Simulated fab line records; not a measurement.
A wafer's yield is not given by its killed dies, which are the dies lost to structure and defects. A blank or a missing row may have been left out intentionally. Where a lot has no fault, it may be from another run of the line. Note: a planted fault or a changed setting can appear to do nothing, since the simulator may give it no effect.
fab line records ; flow n5_finfet ; part 1 of 2: steps 1 to 23 of 35
record lots=5; wafers=15; last_day=18
route steps=1938 shown BEOL_M9@1448 BEOL_M10@1470
lots that met no fault: from a run of the same line without faults
start_h: start of the lot's first displayed wafer, in hours after the record's first day ; wait_h: how many hours have passed since the lot's step before this one ; " as in the row above ; L1.1+2: one row covering several wafers at once ; - either no value or no given start ; * or withheld: withheld ; < > ~ a bound
route shown NAME@n: a module of which the file shows steps, and the number in the route of the first ; usual: mean and standard deviation over wafers with no fault ; same: alike in all rows ; chamber/n: place in a boat ; sites: each site's reading ; _std_site: the standard deviation of these ; _edge_site: outer sites' mean less inner sites' ; radius_mm: for every site, how far away it sits from the centre of the wafer ; mask NAME#n: copy n ; behind: the last tool/chamber to shape the wafer ; hold: cause of the lot's hold/its duration in hours/its outcome ; device: the transistor (n, p or np) that didn't switch ; end of line: the route-end tests of the same wafers ; a step without rows: its recipe alone ; killed: not the wafer's yield, but the dies lost to structure and defects at the first sort ; map: per-die view of a wafer (x killed, . not killed, _ where there is no die)
set.NAME: the setting the step ran with; set.NAME@STEP: the setting that earlier step ran with ; model.NAME: the simulator's own value behind a step, which no gauge read
lots at selected steps of the route; one table per step, one row per wafer
services: the hour from which a tool's chamber was out of use, counted from the record's first day as start_h (under 0 if before that day), plus the number of hours and why
## steps
# step N5_BEOL_M9_STRIP_80
# recipe chemistry=N2/H2; time_s=10; power_w=450; temp_c=40; pressure_mtorr=20; rf_frequency_hz=6e+07; bias_power_w=7; n2_flow_sccm=200; h2_flow_sccm=200
# usual drypump_motor_current_A=5.8/0.48; h2_flow_sccm=200.0/0.62; oes_product_au=0.78/0.08; rf_vpp_V=58.9/0.75; showerhead_plenum_p_Torr=2.48/0.054; temp_c=39.99/0.1; throttle_valve_pct=23.73/0.26
lot.wafer;tool;chamber;start_h;wait_h;drypump_motor_current_A;h2_flow_sccm;oes_product_au;rf_hours_counter_h;rf_vpp_V;showerhead_plenum_p_Torr;temp_c;throttle_valve_pct
L075.1;rie_diel-03;2;-;-;5.6;199.2;0.71;205;58.5;2.51;40.10;23.96
L075.2;rie_diel-03;1;-;-;5.6;200.5;0.67;247;59.4;2.50;40.13;24.20
L075.6;rie_diel-03;2;-;-;5.6;200.3;0.71;-;57.4;2.52;39.90;23.95
L081.1;rie_diel-06;3;-;-;5.0;199.4;0.73;197;59.3;2.41;40.08;23.71
L081.3;rie_diel-06;2;-;-;5.8;200.0;0.73;196;58.7;2.51;39.93;23.68
L081.6;rie_diel-06;2;-;-;5.8;200.6;0.73;-;59.4;2.51;39.84;23.69
L089.1;rie_diel-03;1;-;-;5.6;199.6;0.90;15;58.5;2.49;39.94;23.95
L089.2;rie_diel-03;2;-;-;5.6;199.7;0.69;228;60.0;2.51;40.02;24.00
L089.4;rie_diel-03;0;-;-;6.0;199.0;0.85;67;59.0;2.58;39.88;23.87
L093.3;rie_diel-03;3;-;-;5.0;200.1;0.68;247;58.6;2.39;39.97;23.69
L093.5;rie_diel-03;0;-;-;6.0;199.2;0.85;-;59.1;2.57;40.01;23.89
L093.6;rie_diel-03;3;-;-;5.0;198.8;0.68;-;60.2;2.39;40.04;23.70
L096.1;rie_diel-06;2;-;-;5.8;199.4;0.70;226;60.9;2.50;40.02;23.73
L096.2;rie_diel-06;3;-;-;5.0;199.8;0.71;227;57.4;2.40;39.96;23.74
L096.4;rie_diel-06;2;-;-;5.8;200.6;0.70;-;60.5;2.50;39.95;23.72
# step N5_BEOL_M9_OCD_MEAS_38
# usual trench_depth_nm=150.9/2.5
lot.wafer;tool;chamber;start_h;wait_h;trench_depth_nm
L075.1;ocd-01;-;229.01;-;147.9
L075.2;ocd-01;-;229.01;-;151.0
L075.6;ocd-01;-;229.01;-;147.5
L081.1;ocd-02;-;255.54;-;151.7
L081.3;ocd-02;-;255.54;-;155.9
L081.6;ocd-02;-;255.54;-;155.1
L089.1;ocd-02;-;316.94;-;152.0
L089.2;ocd-02;-;316.94;-;145.8
L089.4;ocd-02;-;316.94;-;151.5
L093.3;ocd-01;-;327.83;-;150.3
L093.5;ocd-01;-;327.83;-;150.5
L093.6;ocd-01;-;327.83;-;149.7
L096.1;ocd-02;-;352.44;-;156.0
L096.2;ocd-02;-;352.44;-;149.9
L096.4;ocd-02;-;352.44;-;154.5
# step N5_BEOL_M9_HM_STRIP_39
# recipe chemistry=peroxide_tin_strip; material=TiN; target_depth_a=250; temp_c=50; time_s=158
# usual temp_c=49.98/0.12
lot.wafer;tool;chamber;start_h;wait_h;temp_c
L075.1;wet_bench-05;3;229.05;0.0;49.93
L075.2;wet_bench-05;0;229.05;0.0;49.87
L075.6;wet_bench-05;4;229.05;0.0;49.88
L081.1;wet_bench-05;2;255.58;0.0;49.86
L081.3;wet_bench-05;0;255.58;0.0;49.86
L081.6;wet_bench-05;1;255.58;0.0;49.93
L089.1;wet_bench-06;4;316.98;0.0;50.15
L089.2;wet_bench-06;1;316.98;0.0;50.13
L089.4;wet_bench-06;7;316.98;0.0;50.01
L093.3;wet_bench-05;3;327.86;0.0;49.97
L093.5;wet_bench-05;7;327.86;0.0;49.98
L093.6;wet_bench-05;5;327.86;0.0;49.96
L096.1;wet_bench-05;7;352.47;0.0;50.05
L096.2;wet_bench-05;0;352.47;0.0;50.04
L096.4;wet_bench-05;3;352.47;0.0;49.95
# step N5_BEOL_M9_SRD_40
# recipe time_s=30; temp_c=23; rinse_liquid=diw; dry=ipa_marangoni
# usual temp_c=22.99/0.11
lot.wafer;tool;chamber;start_h;wait_h;temp_c
L075.1;wet_bench-05;3;229.09;0.0;23.18
L075.2;wet_bench-05;0;229.09;0.0;23.08
L075.6;wet_bench-05;4;229.09;0.0;22.97
L081.1;wet_bench-05;2;255.62;0.0;23.02
L081.3;wet_bench-05;0;255.62;0.0;23.13
L081.6;wet_bench-05;1;255.62;0.0;23.03
L089.1;wet_bench-06;4;317.02;0.0;22.95
L089.2;wet_bench-06;1;317.02;0.0;23.03
L089.4;wet_bench-06;7;317.02;0.0;22.86
L093.3;wet_bench-05;3;327.91;0.0;22.96
L093.5;wet_bench-05;7;327.91;0.0;23.12
L093.6;wet_bench-05;5;327.91;0.0;22.77
L096.1;wet_bench-05;7;352.51;0.0;23.08
L096.2;wet_bench-05;0;352.51;0.0;23.05
L096.4;wet_bench-05;3;352.51;0.0;22.91
# step N5_BEOL_M9_PRECLEAN_42
# recipe chemistry=residue_remover; time_s=60; temp_c=40
# usual temp_c=40.01/0.11
lot.wafer;tool;chamber;start_h;wait_h;temp_c
L075.1;wet_bench-05;3;229.11;0.0;40.21
L075.2;wet_bench-05;0;229.11;0.0;39.97
L075.6;wet_bench-05;4;229.11;0.0;40.19
L081.1;wet_bench-05;2;255.64;0.0;39.96
L081.3;wet_bench-05;0;255.64;0.0;39.93
L081.6;wet_bench-05;1;255.64;0.0;40.13
L089.1;wet_bench-06;4;317.04;0.0;40.17
L089.2;wet_bench-06;1;317.04;0.0;40.00
L089.4;wet_bench-06;7;317.04;0.0;39.89
L093.3;wet_bench-05;3;327.93;0.0;39.99
L093.5;wet_bench-05;7;327.93;0.0;39.98
L093.6;wet_bench-05;5;327.93;0.0;40.04
L096.1;wet_bench-05;7;352.53;0.0;39.81
L096.2;wet_bench-05;0;352.53;0.0;39.99
L096.4;wet_bench-05;3;352.53;0.0;40.01
# step N5_BEOL_M9_SRD_43
# recipe time_s=30; temp_c=23; rinse_liquid=diw; dry=ipa_marangoni
# usual temp_c=23.00/0.11
lot.wafer;tool;chamber;start_h;wait_h;temp_c
L075.1;wet_bench-05;3;229.13;0.0;22.91
L075.2;wet_bench-05;0;229.13;0.0;23.09
L075.6;wet_bench-05;4;229.13;0.0;22.94
L081.1;wet_bench-05;2;255.66;0.0;22.96
L081.3;wet_bench-05;0;255.66;0.0;22.98
L081.6;wet_bench-05;1;255.66;0.0;23.04
L089.1;wet_bench-06;4;317.06;0.0;22.92
L089.2;wet_bench-06;1;317.06;0.0;23.13
L089.4;wet_bench-06;7;317.06;0.0;23.05
L093.3;wet_bench-05;3;327.94;0.0;23.09
L093.5;wet_bench-05;7;327.94;0.0;23.14
L093.6;wet_bench-05;5;327.94;0.0;23.10
L096.1;wet_bench-05;7;352.55;0.0;22.95
L096.2;wet_bench-05;0;352.55;0.0;23.01
L096.4;wet_bench-05;3;352.55;0.0;23.09
# step N5_BEOL_M9_CD_MEAS_35
# recipe target_cd_nm=70; target_cd_y_nm=40; polarity=opening
# usual cd_nm=70.1/0.83
lot.wafer;tool;chamber;start_h;wait_h;cd_nm
L075.1;cd_sem-01;-;229.17;0.0;70.4
L075.2;cd_sem-01;-;229.17;0.0;70.8
L075.6;cd_sem-01;-;229.17;0.0;70.9
L081.1;cd_sem-02;-;255.70;0.0;70.9
L081.3;cd_sem-02;-;255.70;0.0;70.5
L081.6;cd_sem-02;-;255.70;0.0;70.8
L089.1;cd_sem-02;-;317.10;0.0;70.9
L089.2;cd_sem-02;-;317.10;0.0;71.4
L089.4;cd_sem-02;-;317.10;0.0;69.7
L093.3;cd_sem-03;-;327.99;0.0;70.4
L093.5;cd_sem-03;-;327.99;0.0;70.6
L093.6;cd_sem-03;-;327.99;0.0;71.2
L096.1;cd_sem-02;-;352.59;0.0;69.5
L096.2;cd_sem-02;-;352.59;0.0;68.3
L096.4;cd_sem-02;-;352.59;0.0;69.0
# step N5_BEOL_M9_CURE_72
# recipe temp_c=370; time_s=120; ambient=DMADMS/He; material=SiCOH_lowk
# usual lamp_power_pct=52.31/0.055; wafer_temp_C_max=371.6/0.4
lot.wafer;tool;chamber;start_h;wait_h;lamp_power_pct;wafer_temp_C_max
L075.1;uv_cure-01;1;229.21;0.0;52.46;372.0
L075.2;uv_cure-01;1;229.21;0.0;52.29;371.7
L075.6;uv_cure-01;1;229.21;0.0;52.32;372.0
L081.1;uv_cure-01;0;255.74;0.0;52.27;371.4
L081.3;uv_cure-01;0;255.74;0.0;52.23;371.5
L081.6;uv_cure-01;0;255.74;0.0;52.34;371.3
L089.1;uv_cure-01;1;317.14;0.0;52.35;372.1
L089.2;uv_cure-01;1;317.14;0.0;52.27;371.8
L089.4;uv_cure-01;1;317.14;0.0;52.41;372.1
L093.3;uv_cure-01;1;328.13;0.1;52.36;371.8
L093.5;uv_cure-01;1;328.13;0.1;52.31;372.1
L093.6;uv_cure-01;1;328.13;0.1;52.24;371.6
L096.1;uv_cure-03;2;352.63;0.0;52.31;371.3
L096.2;uv_cure-03;2;352.63;0.0;52.30;371.8
L096.4;uv_cure-03;2;352.63;0.0;52.23;371.1
# step N5_BEOL_M9_DEGAS_44
# recipe ambient=vacuum; temp_c=250; time_s=60
# usual heater_power_w=334/26
lot.wafer;tool;chamber;start_h;wait_h;heater_power_w
L075.1;pvd_sputter-03;-;229.57;0.3;344
L075.2;pvd_sputter-03;-;229.57;0.3;393
L075.6;pvd_sputter-03;-;229.57;0.3;320
L081.1;pvd_sputter-02;-;257.81;2.0;308
L081.3;pvd_sputter-02;-;257.81;2.0;304
L081.6;pvd_sputter-02;-;257.81;2.0;311
L089.1;pvd_sputter-03;-;318.17;1.0;347
L089.2;pvd_sputter-03;-;318.17;1.0;305
L089.4;pvd_sputter-03;-;318.17;1.0;327
L093.3;pvd_sputter-01;-;328.36;0.2;322
L093.5;pvd_sputter-01;-;328.36;0.2;328
L093.6;pvd_sputter-01;-;328.36;0.2;316
L096.1;pvd_sputter-03;-;353.25;0.6;390
L096.2;pvd_sputter-03;-;353.25;0.6;325
L096.4;pvd_sputter-03;-;353.25;0.6;306
# step N5_BEOL_M9_PRE_CLEAN_45
# recipe gas=H2/He; time_s=30; temp_c=250
# usual heater_power_w=334/26
lot.wafer;tool;chamber;start_h;wait_h;heater_power_w
L075.1;pvd_sputter-03;-;229.61;0.0;340
L075.2;pvd_sputter-03;-;229.61;0.0;391
L075.6;pvd_sputter-03;-;229.61;0.0;321
L081.1;pvd_sputter-02;-;257.85;0.0;314
L081.3;pvd_sputter-02;-;257.85;0.0;308
L081.6;pvd_sputter-02;-;257.85;0.0;311
L089.1;pvd_sputter-03;-;318.21;0.0;340
L089.2;pvd_sputter-03;-;318.21;0.0;314
L089.4;pvd_sputter-03;-;318.21;0.0;318
L093.3;pvd_sputter-01;-;328.40;0.0;324
L093.5;pvd_sputter-01;-;328.40;0.0;338
L093.6;pvd_sputter-01;-;328.40;0.0;318
L096.1;pvd_sputter-03;-;353.29;0.0;392
L096.2;pvd_sputter-03;-;353.29;0.0;324
L096.4;pvd_sputter-03;-;353.29;0.0;309
# step N5_BEOL_M9_ALD_74
# recipe material=TaN; target_thk_a=20; temp_c=275; ald_precursor_family=PDMAT; ald_co_reactant=NH3; pressure_torr=3; carrier_flow_sccm=1500; pulse_time_s=2; purge_time_s=3; co_reactant_purge_time_s=2; co_reactant_pulse_time_s=3; ald_cycles=40; precursor_vessel_temp_c=75; precursor_vessel_pressure_torr=26.25; precursor_vessel_carrier_sccm=1000
# usual heater_power_w=418/38; mfc_carrier_sccm=1501/4.5
# same ald_cycles=40
lot.wafer;tool;chamber;start_h;wait_h;heater_power_w;mfc_carrier_sccm
L075.1;ald_metal-04;2;229.67;0.0;486;1504
L075.2;ald_metal-04;0;229.67;0.0;405;1493
L075.6;ald_metal-04;1;229.67;0.0;396;1505
L081.1;ald_metal-03;1;257.92;0.0;359;1494
L081.3;ald_metal-03;2;257.92;0.0;460;1497
L081.6;ald_metal-03;2;257.92;0.0;466;1497
L089.1;ald_metal-03;2;318.27;0.0;470;1505
L089.2;ald_metal-03;0;318.27;0.0;407;1493
L089.4;ald_metal-03;3;318.27;0.0;473;1487
L093.3;ald_metal-03;2;328.46;0.0;460;1501
L093.5;ald_metal-03;1;328.46;0.0;354;1504
L093.6;ald_metal-03;2;328.46;0.0;474;1501
L096.1;ald_metal-02;0;353.35;0.0;376;1502
L096.2;ald_metal-02;2;353.35;0.0;380;1509
L096.4;ald_metal-02;3;353.35;0.0;418;1502
# step N5_BEOL_M9_SURFACE_TREAT_79
# recipe gas=Ar; time_s=*; ion_energy_ev=*; ion_current_ma_cm2=0.5; pressure_mtorr=*; ar_flow_sccm=30
# usual throttle_valve_pct=*
lot.wafer;tool;chamber;start_h;wait_h;throttle_valve_pct
L075.1;pvd_sputter-03;-;230.15;0.3;*
L075.2;pvd_sputter-03;-;230.15;0.3;*
L075.6;pvd_sputter-03;-;230.15;0.3;*
L081.1;pvd_sputter-01;-;258.21;0.2;*
L081.3;pvd_sputter-01;-;258.21;0.2;*
L081.6;pvd_sputter-01;-;258.21;0.2;*
L089.1;pvd_sputter-03;-;318.63;0.2;*
L089.2;pvd_sputter-03;-;318.63;0.2;*
L089.4;pvd_sputter-03;-;318.63;0.2;*
L093.3;pvd_sputter-02;-;330.06;1.5;*
L093.5;pvd_sputter-02;-;330.06;1.5;*
L093.6;pvd_sputter-02;-;330.06;1.5;*
L096.1;pvd_sputter-03;-;353.65;0.2;*
L096.2;pvd_sputter-03;-;353.65;0.2;*
L096.4;pvd_sputter-03;-;353.65;0.2;*
# step N5_BEOL_M9_CVD_78
# recipe material=Co; target_thk_a=20; temp_c=withheld; precursor=CCTBA/H2; pressure_torr=30; time_s=138.9
lot.wafer;tool;chamber;start_h;wait_h
L075.1+2+6;cvd_co-01;1,2,0;230.27;0.1
L081.1+3+6;cvd_co-02;2,0,0;258.29;0.1
L089.1+2+4;cvd_co-02;0,2,0;318.71;0.1
L093.3+5+6;cvd_co-01;0,2,0;330.12;0.0
L096.1+2+4;cvd_co-01;0,2,0;353.93;0.3
# step N5_BEOL_M9_SPUTTER_48
# recipe material=Cu; target_thk_a=120; temp_c=-20; bias_v=60; power_w=26000; chamber_pressure_pa=0.13; time_s=2
# usual throttle_valve_pct=29.4/1.1
lot.wafer;tool;chamber;start_h;wait_h;throttle_valve_pct
L075.1;pvd_sputter-03;-;230.43;0.1;30.9
L075.2;pvd_sputter-03;-;230.43;0.1;28.6
L075.6;pvd_sputter-03;-;230.43;0.1;28.7
L081.1;pvd_sputter-03;-;258.47;0.1;28.5
L081.3;pvd_sputter-03;-;258.47;0.1;31.0
L081.6;pvd_sputter-03;-;258.47;0.1;28.6
L089.1;pvd_sputter-03;-;319.07;0.3;28.8
L089.2;pvd_sputter-03;-;319.07;0.3;28.4
L089.4;pvd_sputter-03;-;319.07;0.3;28.9
L093.3;pvd_sputter-03;-;330.26;0.1;28.7
L093.5;pvd_sputter-03;-;330.26;0.1;28.8
L093.6;pvd_sputter-03;-;330.26;0.1;28.8
L096.1;pvd_sputter-01;-;355.52;1.5;27.9
L096.2;pvd_sputter-01;-;355.52;1.5;30.6
L096.4;pvd_sputter-01;-;355.52;1.5;27.9
# step N5_BEOL_M9_ECD_50
# recipe material=Cu; target_thk_a=3180
lot.wafer;tool;chamber;start_h;wait_h
L075.1+2+6;ecd_cu-01;1,0,1;230.55;0.1
L081.1+3+6;ecd_cu-02;0,0,1;258.58;0.1
L089.1+2+4;ecd_cu-01;1,0,0;319.19;0.1
L093.3+5+6;ecd_cu-01;0,1,0;330.40;0.1
L096.1+2+4;ecd_cu-02;0,1,0;355.63;0.1
# step N5_BEOL_M9_ANNEAL_51
# recipe temp_c=225; time_s=90; ambient=N2
# usual wafer_temp_C_max=225.79/0.23
lot.wafer;tool;chamber;start_h;wait_h;wafer_temp_C_max
L075.1;rtp_anneal-01;0;230.84;0.3;225.53
L075.2;rtp_anneal-01;0;230.84;0.3;225.85
L075.6;rtp_anneal-01;0;230.84;0.3;225.93
L081.1;rtp_anneal-02;0;258.87;0.3;225.90
L081.3;rtp_anneal-02;0;258.87;0.3;225.68
L081.6;rtp_anneal-02;0;258.87;0.3;225.94
L089.1;rtp_anneal-01;0;319.30;0.1;226.06
L089.2;rtp_anneal-01;0;319.30;0.1;225.88
L089.4;rtp_anneal-01;0;319.30;0.1;225.82
L093.3;rtp_anneal-01;0;330.65;0.2;225.56
L093.5;rtp_anneal-01;0;330.65;0.2;225.81
L093.6;rtp_anneal-01;0;330.65;0.2;225.49
L096.1;rtp_anneal-01;0;356.27;0.6;225.76
L096.2;rtp_anneal-01;0;356.27;0.6;226.27
L096.4;rtp_anneal-01;0;356.27;0.6;225.87
# step N5_BEOL_M9_CMP_52
# recipe stop_on=SiCOH_lowk; t_overpolish_s=7; down_force_psi=1; platen_rpm=50; clearing_platen_down_force_psi=1.5; clearing_platen_rpm=50; post_cmp_clean=cu_alkaline; target_thk_nm=140; clearing_platen_pad_velocity_m_s=0.99484; pad_velocity_m_s=0.99484
# usual barrier_field_endpoint_s=28.7/0.68; motor_current_A=6.1/0.68; overpolish_run_s=7.000/0.0094; slurry_filter_dp_kPa=13.50/0.14; time_to_endpoint_s=65/3
lot.wafer;tool;chamber;start_h;wait_h;barrier_field_endpoint_s;motor_current_A;overpolish_run_s;slurry_filter_dp_kPa;time_to_endpoint_s
L075.2;cmp-03;0;231.21;0.3;27.7;6.6;6.988;13.50;63
L075.1;cmp-03;1;231.21;0.3;29.2;5.7;6.996;13.80;68
L075.6;cmp-03;3;231.21;0.3;28.5;4.6;7.005;13.40;61
L081.1;cmp-03;2;260.06;1.1;28.9;7.4;7.001;13.41;64
L081.3;cmp-03;3;260.06;1.1;28.7;4.6;6.993;13.52;63
L081.6;cmp-03;1;260.06;1.1;29.3;5.6;6.989;13.51;68
L089.1;cmp-03;1;319.63;0.3;28.3;5.4;6.986;13.33;67
L089.4;cmp-03;2;319.63;0.3;28.1;7.1;7.021;13.74;65
L089.2;cmp-03;3;319.63;0.3;28.2;4.7;7.018;13.39;65
L093.3;cmp-04;0;330.91;0.2;28.4;6.9;6.981;13.65;62
L093.5;cmp-04;3;330.91;0.2;27.4;5.7;6.999;13.54;59
L093.6;cmp-04;0;330.91;0.2;28.5;6.7;7.011;13.52;61
L096.4;cmp-04;3;356.56;0.1;29.1;6.2;6.992;13.63;64
L096.2;cmp-04;0;356.56;0.1;28.7;6.9;6.986;13.27;63
L096.1;cmp-04;2;356.56;0.1;29.6;6.3;6.985;13.30;67
# step N5_BEOL_M9_THK_MEAS_53
# recipe thk_meas_gauge=xrf; reads=Cu_of_BEOL_M9_ECD_50
# usual M9_THK=141.6/2.8
lot.wafer;tool;chamber;start_h;wait_h;M9_THK[nm]
L075.1;film_metro-02;-;231.43;-;136.3
L075.2;film_metro-02;-;231.43;-;140.7
L075.6;film_metro-02;-;231.43;-;136.8
L081.1;film_metro-01;-;260.32;-;141.5
L081.3;film_metro-01;-;260.32;-;145.7
L081.6;film_metro-01;-;260.32;-;146.2
L089.1;film_metro-02;-;319.89;-;144.9
L089.2;film_metro-02;-;319.89;-;136.1
L089.4;film_metro-02;-;319.89;-;142.5
L093.3;film_metro-01;-;331.17;-;141.6
L093.5;film_metro-01;-;331.17;-;143.7
L093.6;film_metro-01;-;331.17;-;141.9
L096.1;film_metro-02;-;356.86;-;146.1
L096.2;film_metro-02;-;356.86;-;139.0
L096.4;film_metro-02;-;356.86;-;144.1
# step N5_BEOL_M9_PRE_CLEAN_55
# recipe gas=NH3; time_s=15; temp_c=withheld; rf_power_w=300
# usual rf_fwd_power_W=294.9/1.5
lot.wafer;tool;chamber;start_h;wait_h;rf_fwd_power_W
L075.1;pecvd-03;1;231.47;0.0;296.5
L075.2;pecvd-03;0;231.47;0.0;296.9
L075.6;pecvd-03;0;231.47;0.0;295.7
L081.1;pecvd-03;0;260.35;0.0;295.5
L081.3;pecvd-03;2;260.35;0.0;293.9
L081.6;pecvd-03;0;260.35;0.0;295.9
L089.1;pecvd-02;2;319.93;0.0;291.8
L089.2;pecvd-02;1;319.93;0.0;293.6
L089.4;pecvd-02;1;319.93;0.0;294.3
L093.3;pecvd-02;0;331.20;0.0;293.5
L093.5;pecvd-02;2;331.20;0.0;293.9
L093.6;pecvd-02;0;331.20;0.0;292.6
L096.1;pecvd-04;0;356.90;0.0;294.3
L096.2;pecvd-04;2;356.90;0.0;294.4
L096.4;pecvd-04;2;356.90;0.0;294.8
# step N5_BEOL_M9_DEP_56
# recipe material=SiCN; target_thk_a=150; temp_c=withheld; precursor=3MS/NH3; pressure_torr=3; rf_w=202; time_s=26.5
# usual rf_fwd_power_W=200.0/0.85; showerhead_plenum_p_Torr=3.670/0.016; throttle_valve_pct=9.1/0.3
lot.wafer;tool;chamber;start_h;wait_h;rf_fwd_power_W;showerhead_plenum_p_Torr;throttle_valve_pct
L075.1;pecvd-03;1;231.51;0.0;201.2;3.666;9.4
L075.2;pecvd-03;0;231.51;0.0;201.4;3.696;8.9
L075.6;pecvd-03;0;231.51;0.0;200.8;3.686;9.1
L081.1;pecvd-03;0;260.38;0.0;201.0;3.686;9.1
L081.3;pecvd-03;2;260.38;0.0;199.5;3.651;8.7
L081.6;pecvd-03;0;260.38;0.0;200.3;3.686;9.2
L089.1;pecvd-02;2;319.95;0.0;200.2;3.685;9.5
L089.2;pecvd-02;1;319.95;0.0;200.7;3.656;8.9
L089.4;pecvd-02;1;319.95;0.0;199.2;3.662;8.6
L093.3;pecvd-02;0;331.23;0.0;199.8;3.666;9.5
L093.5;pecvd-02;2;331.23;0.0;200.0;3.680;9.5
L093.6;pecvd-02;0;331.23;0.0;200.0;3.674;9.5
L096.1;pecvd-04;0;356.92;0.0;199.7;3.681;8.7
L096.2;pecvd-04;2;356.92;0.0;199.4;3.659;9.2
L096.4;pecvd-04;2;356.92;0.0;200.2;3.654;9.3
# step N5_BEOL_M9_RS_MEAS_57
# recipe thk_meas_gauge=four-point-probe; reads=Cu_of_BEOL_M9_ECD_50+Co_of_BEOL_M9_CVD_78+TaN_of_BEOL_M9_ALD_74
# usual M9_RS=0.152/0.0032
lot.wafer;tool;chamber;start_h;wait_h;M9_RS[ohm/sq]
L075.1;film_metro-01;-;231.60;0.1;0.157
L075.2;film_metro-01;-;231.60;0.1;0.153
L075.6;film_metro-01;-;231.60;0.1;0.158
L081.1;film_metro-01;-;260.45;0.1;0.151
L081.3;film_metro-01;-;260.45;0.1;0.147
L081.6;film_metro-01;-;260.45;0.1;0.145
L089.1;film_metro-01;-;320.02;0.1;0.148
L089.2;film_metro-01;-;320.02;0.1;0.158
L089.4;film_metro-01;-;320.02;0.1;0.151
L093.3;film_metro-02;-;331.30;0.1;0.153
L093.5;film_metro-02;-;331.30;0.1;0.151
L093.6;film_metro-02;-;331.30;0.1;0.152
L096.1;film_metro-01;-;356.99;0.1;0.146
L096.2;film_metro-01;-;356.99;0.1;0.154
L096.4;film_metro-01;-;356.99;0.1;0.148
# step N5_BEOL_M9_INSPECT_58
# recipe inspect_instrument=darkfield; mode=post_dep
# usual raw_defect_count=71/21
lot.wafer;tool;chamber;start_h;wait_h;raw_defect_count
L075.1;defect_inspect-01;-;231.62;0.0;83
L075.2;defect_inspect-01;-;231.62;0.0;86
L075.6;defect_inspect-01;-;231.62;0.0;62
L081.1;defect_inspect-01;-;260.48;0.0;52
L081.3;defect_inspect-01;-;260.48;0.0;63
L081.6;defect_inspect-01;-;260.48;0.0;74
L089.1;defect_inspect-01;-;320.05;0.0;72
L089.2;defect_inspect-01;-;320.05;0.0;59
L089.4;defect_inspect-01;-;320.05;0.0;84
L093.3;defect_inspect-01;-;331.33;0.0;71
L093.5;defect_inspect-01;-;331.33;0.0;60
L093.6;defect_inspect-01;-;331.33;0.0;52
L096.1;defect_inspect-02;-;357.11;0.1;53
L096.2;defect_inspect-02;-;357.11;0.1;53
L096.4;defect_inspect-02;-;357.11;0.1;45
# step N5_BEOL_M10_ILD_DEP_00
# recipe material=SiCOH_lowk; target_thk_a=3085.1; temp_c=300; precursor=DEMS/porogen; pressure_torr=5; rf_w=500; time_s=58
# usual heater_power_w=304/65; rf_fwd_power_W=495.5/1.7; showerhead_plenum_p_Torr=5.743/0.013; throttle_valve_pct=13.9/0.47
lot.wafer;tool;chamber;start_h;wait_h;heater_power_w;rf_fwd_power_W;showerhead_plenum_p_Torr;throttle_valve_pct
L075.1;pecvd-04;0;231.66;0.0;215;498.2;5.767;13.6
L075.2;pecvd-04;2;231.66;0.0;303;496.9;5.735;13.6
L075.6;pecvd-04;2;231.66;0.0;310;498.5;5.729;13.9
L081.1;pecvd-01;2;260.51;0.0;266;495.1;5.732;13.5
L081.3;pecvd-01;0;260.51;0.0;220;495.4;5.761;13.7
L081.6;pecvd-01;0;260.51;0.0;226;494.1;5.753;13.8
L089.1;pecvd-04;1;320.09;0.0;322;496.1;5.731;13.7
L089.2;pecvd-04;0;320.09;0.0;255;496.7;5.758;13.4
L089.4;pecvd-04;0;320.09;0.0;265;494.6;5.738;13.5
L093.3;pecvd-01;1;331.39;0.1;341;497.4;5.761;14.4
L093.5;pecvd-01;1;331.39;0.1;358;495.2;5.738;14.6
L093.6;pecvd-01;0;331.39;0.1;231;495.5;5.767;13.7
L096.1;pecvd-01;2;357.15;0.0;229;492.3;5.746;13.7
L096.2;pecvd-01;0;357.15;0.0;203;494.9;5.764;13.7
L096.4;pecvd-01;2;357.15;0.0;233;493.3;5.741;13.6
